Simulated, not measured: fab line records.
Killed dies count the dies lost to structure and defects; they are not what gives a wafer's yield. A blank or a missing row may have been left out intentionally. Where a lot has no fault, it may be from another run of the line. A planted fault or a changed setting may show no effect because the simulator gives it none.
fab line records	flow n5-finfet
[record] lots = 7	wafers = 39
route steps=1938 shown DUMMY_GATE@243 MOL_CONTACT_COAG@610
start-h: hours from the record's opening day to when the first of the lot's shown wafers began	wait-h: time in hours since the lot's previous step	" as in the row above	L1.1+2: one row covering several wafers at once	- no value, or no start was given	* or withheld: withheld	< > ~ a bound
route shown NAME@n: a module of which the file shows steps, and the number in the route of the first	usual: the fault-free wafers' mean and standard deviation	same: alike in all rows	chamber/n: place in a boat	sites: each site's reading	_std_site: the standard deviation of these	_edge_site: outer sites' mean less inner sites'	radius-mm: for every site, how far away it sits from the centre of the wafer	mask NAME#n: copy n	behind: the last tool/chamber to shape the wafer	hold: cause of the lot's hold/its duration in hours/its outcome	device: which transistor (n, p or np) failed to switch	end of line: tests of these same wafers at the route's end	step lacking rows: just its recipe	killed: not the wafer's yield, but the dies lost to structure and defects at the first sort	map: shows each die of a wafer: x if killed, . if not, _ if none is there
set.NAME: the setting as run; set.NAME@STEP: as run at that earlier step	model.NAME: the simulator's own value behind a step, which no gauge read
lots where settings were altered on purpose, with a table for each step and a row for each wafer
[[steps]]
[step N5_DUMMY_GATE_ETCH_31]
[recipe] chemistry = C4F6/O2	target = SiO2	mask-material = SOC	target-depth-a = 825	time-s = 27.5	ion-energy-ev = 250	pressure-mtorr = 30	source-w = 345	bias-w = 185	Ar_flow_sccm = 300	C4F6_flow_sccm = 10	O2_flow_sccm = 10
lot.wafer	tool	chamber	start-h	wait-h	set.target-depth-a	model.etch.depth-nm	model.SOC_of_DUMMY_GATE_COAT_34.thk-nm
L076.1	rie-diel-02	2	59.44	0.1	893.9	89.25	50.8
L076.2	"	1	"	"	825	81.94	51.4
L076.3	"	3	"	"	825	84.32	51.2
L076.4	"	0	"	"	893.9	87.99	51
L076.5	"	3	"	"	825	85.01	51.2
L076.6	"	2	"	"	893.9	89.33	51
L079.1	rie-diel-01	2	78.55	0.0	825	80.89	52.2
L079.2	"	1	"	"	825	79.87	52.2
L079.3	"	3	"	"	825	81.48	52
L079.4	"	0	"	"	825	81.37	52
L079.5	"	2	"	"	825	79.92	52.2
L079.6	"	1	"	"	825	80.18	52.2
L083.1	rie-diel-04	3	101.05	0.0	911.3	91.12	51
L083.2	"	0	"	"	825	82.43	51.8
L083.3	"	1	"	"	825	83.42	51.8
L083.4	"	2	"	"	825	81.96	51.8
L083.5	"	1	"	"	911.3	92.17	50.8
L083.6	"	0	"	"	911.3	90.93	50.8
L087.1	rie-diel-01	2	124.07	0.0	825	81.73	51.8
L087.2	"	0	"	"	825	81.58	51.8
L087.3	"	3	"	"	825	82.15	51.8
L087.4	"	2	"	"	794.6	78.22	52.2
L087.5	"	3	"	"	794.6	78.41	52.2
L087.6	"	0	"	"	794.6	78.38	52.2
L089.1	rie-diel-01	0	141.88	0.0	825	80.12	52.2
L089.2	"	2	"	"	825	79.32	52.2
L089.3	"	1	"	"	913.6	91.47	51
L089.4	"	3	"	"	913.6	88.79	51
L089.5	"	2	"	"	825	80.12	52
L089.6	"	1	"	"	913.6	91.6	51
L091.1	rie-diel-02	1	151.97	0.0	856.2	84.55	51.6
L091.2	"	0	"	"	825	83.91	51.6
L091.3	"	3	"	"	856.2	85.99	51.2
L091.4	"	1	"	"	825	81.9	51.8
L091.5	"	3	"	"	856.2	85.31	51.2
L091.6	"	0	"	"	825	83.76	51.4
L093.1	rie-diel-04	0	160.27	0.1	825	82.07	51.8
L093.3	"	1	"	"	825	83.89	51.8
L093.5	"	0	"	"	825	82.62	51.8
[step N5_DUMMY_GATE_ETCH_32]
[recipe] chemistry = CF4	target = SiO2	target-depth-a = 35	time-s = 3.9	ion-energy-ev = 350	pressure-mtorr = 10	icp-w = 800	bias-w = 400	cf4-flow-sccm = 80
lot.wafer	tool	chamber	start-h	wait-h	set.time-s	model.etch.depth-nm
L076.1	rie-si-02	3	59.69	0.1	4.722	4.19
L076.2	"	1	"	"	3.9	3.513
L076.3	"	2	"	"	3.9	3.512
L076.4	"	0	"	"	4.722	4.287
L076.5	"	0	"	"	4.722	4.276
L076.6	"	3	"	"	3.9	3.452
L079.1	rie-si-04	1	78.80	0.1	3.9	3.549
L079.2	"	2	"	"	4.611	4.127
L079.3	"	0	"	"	3.9	3.518
L079.4	"	3	"	"	4.611	4.048
L079.5	"	1	"	"	3.9	3.528
L079.6	"	2	"	"	4.611	4.108
L083.1	rie-si-03	3	101.30	0.1	3.9	3.466
L083.2	"	2	"	"	3.9	3.504
L083.3	"	1	"	"	3.9	3.38
L083.4	"	0	"	"	3.9	3.538
L083.5	"	3	"	"	3.9	3.463
L083.6	"	0	"	"	3.9	3.537
L087.1	rie-si-04	0	124.32	0.1	3.9	3.488
L087.2	"	1	"	"	3.641	3.321
L087.3	"	2	"	"	3.641	3.312
L087.4	"	3	"	"	3.641	3.274
L087.5	"	0	"	"	3.9	3.514
L087.6	"	1	"	"	3.9	3.589
L089.1	rie-si-04	2	142.13	0.1	4.52	4.049
L089.2	"	0	"	"	3.9	3.487
L089.3	"	3	"	"	4.52	4.021
L089.4	"	1	"	"	3.9	3.538
L089.5	"	1	"	"	3.9	3.508
L089.6	"	2	"	"	4.52	4.026
L091.1	rie-si-04	3	152.22	0.1	3.447	3.08
L091.2	"	0	"	"	3.447	3.089
L091.3	"	2	"	"	3.9	3.54
L091.4	"	1	"	"	3.9	3.529
L091.5	"	3	"	"	3.447	3.096
L091.6	"	0	"	"	3.9	3.518
L093.1	rie-si-02	3	160.51	0.1	3.9	3.445
L093.3	"	2	"	"	3.9	3.555
L093.5	"	2	"	"	3.9	3.573
[step N5_DUMMY_GATE_ETCH_42]
[recipe] chemistry = CHF3/O2	target = SiO2	target-depth-a = 35	time-s = 31	ion-energy-ev = 30	bias-w = 12	pressure-mtorr = 30	source-w = 600	Ar_flow_sccm = 200	CHF3_flow_sccm = 50	O2_flow_sccm = 5
[usual] rf-vpp-V = 42.4/0.91
lot.wafer	tool	chamber	start-h	wait-h	set.bias-w	rf-vpp-V
L076.1	rie-diel-01	1	60.15	0.3	13.89	46.8
L076.2	"	3	"	"	13.89	48.3
L076.3	"	2	"	"	13.89	45.8
L076.4	"	0	"	"	12	43.5
L076.5	"	2	"	"	12	42.1
L076.6	"	3	"	"	12	42.6
L079.1	rie-diel-01	2	79.05	0.0	10.58	36.0
L079.2	"	0	"	"	12	43.3
L079.3	"	1	"	"	12	41.5
L079.4	"	3	"	"	12	44.1
L079.5	"	1	"	"	10.58	37.9
L079.6	"	2	"	"	10.58	38.6
L083.1	rie-diel-04	1	101.54	0.0	12	42.0
L083.2	"	0	"	"	12	43.6
L083.3	"	3	"	"	12	42.9
L083.4	"	2	"	"	12	41.8
L083.5	"	1	"	"	12	42.6
L083.6	"	2	"	"	12	44.5
L087.1	rie-diel-04	1	124.57	0.0	13.85	46.5
L087.2	"	2	"	"	13.85	47.2
L087.3	"	3	"	"	12	41.4
L087.4	"	0	"	"	12	42.5
L087.5	"	0	"	"	13.85	47.7
L087.6	"	3	"	"	12	41.4
L089.1	rie-diel-01	3	142.38	0.0	10.54	38.3
L089.2	"	2	"	"	10.54	36.1
L089.3	"	0	"	"	12	43.4
L089.4	"	1	"	"	10.54	36.9
L089.5	"	0	"	"	12	41.7
L089.6	"	3	"	"	12	42.9
L091.1	rie-diel-04	2	152.49	0.1	12	42.0
L091.2	"	3	"	"	12	41.3
L091.3	"	1	"	"	12	42.1
L091.4	"	0	"	"	12	42.4
L091.5	"	1	"	"	12	42.6
L091.6	"	2	"	"	12	43.1
L093.1	rie-diel-01	1	160.76	0.0	12	43.6
L093.3	"	2	"	"	12	41.7
L093.5	"	3	"	"	12	41.6
[step N5_MOL_CONTACT_COAG_ETCH_67]
[recipe] chemistry = N2/H2	target = SOC	target-depth-a = 600	overetch-a = 210	mask-material = SiARC	temp-c = 40	time-s = 101.2	ion-energy-ev = 200	pressure-mtorr = 30	source-w = 840	bias-w = 150	n2-flow-sccm = 200	h2-flow-sccm = 200
lot.wafer	tool	chamber	start-h	wait-h	set.target-depth-a	model.SiARC_of_MOL_CONTACT_COAG_COAT_63.thk-nm
L076.1+5	rie-diel-03	3,1	113.71	0.0	600	5.8
L076.2+3	"	2,1	"	"	669.5	5.4
L076.4	"	0	"	"	669.5	5.6
L076.6	"	0	"	"	600	6
L079.1+6	rie-diel-03	1,3	129.79	0.0	636.6	5.6
L079.2+5	"	2	"	"	600	5.8
L079.3	"	0	"	"	636.6	5.8
L079.4	"	3	"	"	600	6
L083.1+3+4	rie-diel-06	2,1,3	155.25	0.0	600	6
L083.2+5	"	0	"	"	527.9	6.2
L083.6	"	1	"	"	527.9	6.4
L087.1	rie-diel-03	2	175.55	0.0	600	5.8
L087.2+4+6	"	3,1,3	"	"	530.6	6.2
L087.3+5	"	0	"	"	600	6
L089.1+2	rie-diel-06	1,2	196.30	0.0	600	5.8
L089.3	"	3	"	"	600	5.6
L089.4+5+6	"	3,1,2	"	"	526.3	6.2
L091.1	rie-diel-05	3	206.91	0.0	600	6
L091.2+5	"	2,3	"	"	666.9	5.6
L091.3	"	0	"	"	666.9	5.4
L091.4+6	"	1,0	"	"	600	5.8
L093.1+3+5	rie-diel-05	2,0,0	218.79	0.0	600	5.8
[step N5_MOL_CONTACT_COAG_CVD_140]
[recipe] material = W	target-thk-a = 665	mode = selective-fill	temp-c = 300	time-s = 215
lot.wafer	tool	chamber	start-h	wait-h	set.target-thk-a	model.W_of_MOL_CONTACT_COAG_CVD_140.thk-nm
L076.1+3	cvd-w-02	1,0	114.32	0.1	665	66.6
L076.2+4	"	0,1	"	"	665	66
L076.5	"	0	"	"	665	65.8
L076.6	"	1	"	"	665	66.4
L079.1+5+6	cvd-w-02	0,1,0	130.40	0.1	665	66.2
L079.2	"	1	"	"	665	65.4
L079.3+4	"	0,1	"	"	665	65.6
L083.1	cvd-w-01	1	155.86	0.1	721.4	71.2
L083.2	"	0	"	"	665	66
L083.3	"	1	"	"	721.4	71
L083.4	"	0	"	"	665	65.6
L083.5	"	0	"	"	721.4	71.6
L083.6	"	1	"	"	665	66.4
L087.1+2	cvd-w-01	1,0	176.16	0.1	636.3	63.2
L087.3+4	"	1,0	"	"	665	66.4
L087.5	"	0	"	"	665	66.6
L087.6	"	1	"	"	636.3	63.8
L089.1	cvd-w-01	0	196.91	0.1	665	66.4
L089.2	"	1	"	"	740.4	75.6
L089.3	"	1	"	"	740.4	75
L089.4	"	0	"	"	665	66.6
L089.5	"	1	"	"	740.4	74.2
L089.6	"	0	"	"	665	66.8
L091.1	cvd-w-02	1	207.51	0.1	665	65.6
L091.2	"	0	"	"	749.9	74.6
L091.3	"	1	"	"	665	65.2
L091.4	"	0	"	"	749.9	74.2
L091.5	"	0	"	"	749.9	74.4
L091.6	"	1	"	"	665	66
L093.1	cvd-w-01	0	219.39	0.1	665	67.2
L093.3	"	0	"	"	665	68.2
L093.5	"	1	"	"	665	67.6
[[key]]
[split] step = N5_DUMMY_GATE_ETCH_31	setting = target-depth-a	stated = 825	by = wafer
[response] step = N5_DUMMY_GATE_ETCH_31	reading = model.etch.depth-nm	change = +0.841	per = 1%	r = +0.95
[response] step = N5_DUMMY_GATE_ETCH_31	reading = model.SOC_of_DUMMY_GATE_COAT_34.thk-nm	change = -0.0844	per = 1%	r = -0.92
[split] step = N5_DUMMY_GATE_ETCH_32	setting = time-s	stated = 3.9	by = wafer
[response] step = N5_DUMMY_GATE_ETCH_32	reading = model.etch.depth-nm	change = +0.0341	per = 1%	r = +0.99
[split] step = N5_DUMMY_GATE_ETCH_42	setting = bias-w	stated = 12	by = wafer
[response] step = N5_DUMMY_GATE_ETCH_42	reading = rf-vpp-V	change = +0.364	per = 1%	r = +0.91
[split] step = N5_MOL_CONTACT_COAG_ETCH_67	setting = target-depth-a	stated = 600	by = wafer
[response] step = N5_MOL_CONTACT_COAG_ETCH_67	reading = model.SiARC_of_MOL_CONTACT_COAG_COAT_63.thk-nm	change = -0.0298	per = 1%	r = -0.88
[split] step = N5_MOL_CONTACT_COAG_CVD_140	setting = target-thk-a	stated = 665	by = wafer
[response] step = N5_MOL_CONTACT_COAG_CVD_140	reading = model.W_of_MOL_CONTACT_COAG_CVD_140.thk-nm	change = +0.693	per = 1%	r = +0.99
